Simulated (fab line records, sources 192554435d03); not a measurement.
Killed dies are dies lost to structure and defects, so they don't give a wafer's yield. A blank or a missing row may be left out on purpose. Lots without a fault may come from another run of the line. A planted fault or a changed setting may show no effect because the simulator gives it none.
Chamber matching | flow n5_finfet | N5_BEOL_M13_ETCH_67 on rie_diel-05: 4 sister chambers
The step etches SiARC in CF4, target depth 143 nm, time 238.3 s. 18 wafers are shown with their chamber, then 9 later ones without.

WAFERS WITH THEIR CHAMBER
wafer  | chamber | showerhead_plenum_p_Torr (Torr) | drypump_motor_current_A (A) | throttle_valve_pct (%)
L074.1 | 2       | 2.06                            | 5.0                         | 15.53
L074.2 | 1       | 2.18                            | 5.9                         | 15.09
L074.3 | 0       | 2.04                            | 5.1                         | 15.58
L074.4 | 3       | 2.21                            | 5.8                         | 16.03
L074.5 | 0       | 2.04                            | 5.1                         | 15.57
L074.6 | 3       | 2.21                            | 5.8                         | 16.00
L078.2 | 0       | 2.03                            | 5.1                         | 15.58
L078.3 | 1       | 2.18                            | 6.0                         | 15.09
L078.5 | 2       | 2.06                            | 5.0                         | 15.54
L082.2 | 3       | 2.21                            | 5.8                         | 16.07
L082.3 | 1       | 2.18                            | 5.9                         | 15.10
L082.4 | 2       | 2.06                            | 5.1                         | 15.56
L083.1 | 1       | 2.18                            | 6.0                         | 15.12
L083.2 | 0       | 2.03                            | 5.1                         | 15.62
L083.3 | 2       | 2.06                            | 5.0                         | 15.59
L083.4 | 3       | 2.21                            | 5.8                         | 16.05
L083.5 | 3       | 2.21                            | 5.8                         | 16.07
L083.6 | 2       | 2.06                            | 5.0                         | 15.57

SIGNATURES (means of the wafers above)
reading                  | chamber 0 | chamber 1 | chamber 2 | chamber 3 | scatter within a chamber
showerhead_plenum_p_Torr | 2.0350    | 2.1800    | 2.0600    | 2.2100    | 0.00267
drypump_motor_current_A  | 5.100     | 5.950     | 5.020     | 5.800     | 0.0359
throttle_valve_pct       | 15.5875   | 15.1000   | 15.5580   | 16.0440   | 0.0237
Rule: a wafer's distance from a chamber is the root of the sum, over the readings, of the square of ((its reading less the chamber's mean) divided by the reading's scatter). The wafer belongs to the nearest chamber; if the next one is less than 2 further off, it can't be placed. The scatter: the root of (the sum of the squares of (reading less its chamber's mean) over the shown wafers, divided by (wafers less chambers)).

WAFERS WITHOUT THEIR CHAMBER
wafer  | showerhead_plenum_p_Torr (Torr) | drypump_motor_current_A (A) | throttle_valve_pct (%)
L090.3 | 2.05                            | 5.1                         | 15.59
L090.4 | 2.17                            | 6.0                         | 15.14
L090.6 | 2.03                            | 5.1                         | 15.64
L092.1 | 2.05                            | 5.0                         | 15.60
L092.2 | 2.03                            | 5.1                         | 15.66
L092.5 | 2.17                            | 5.9                         | 15.16
L095.2 | 2.17                            | 5.9                         | 15.15
L095.5 | 2.17                            | 5.9                         | 15.17
L095.6 | 2.20                            | 5.8                         | 15.67

WHICH CHAMBER EACH WENT THROUGH
wafer  | from the rows above     | in truth
L090.3 | can't be placed: 2 or 0 | 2
L090.4 | 1                       | 1
L090.6 | 0                       | 0
L092.1 | 2                       | 2
L092.2 | 0                       | 0
L092.5 | 1                       | 1
L095.2 | 1                       | 1
L095.5 | 1                       | 1
L095.6 | 3                       | 3
Placed correctly: 8 of 9. Can't be placed from these rows: 1 (the true chamber is among the candidates in 1). Placed wrongly: 0.
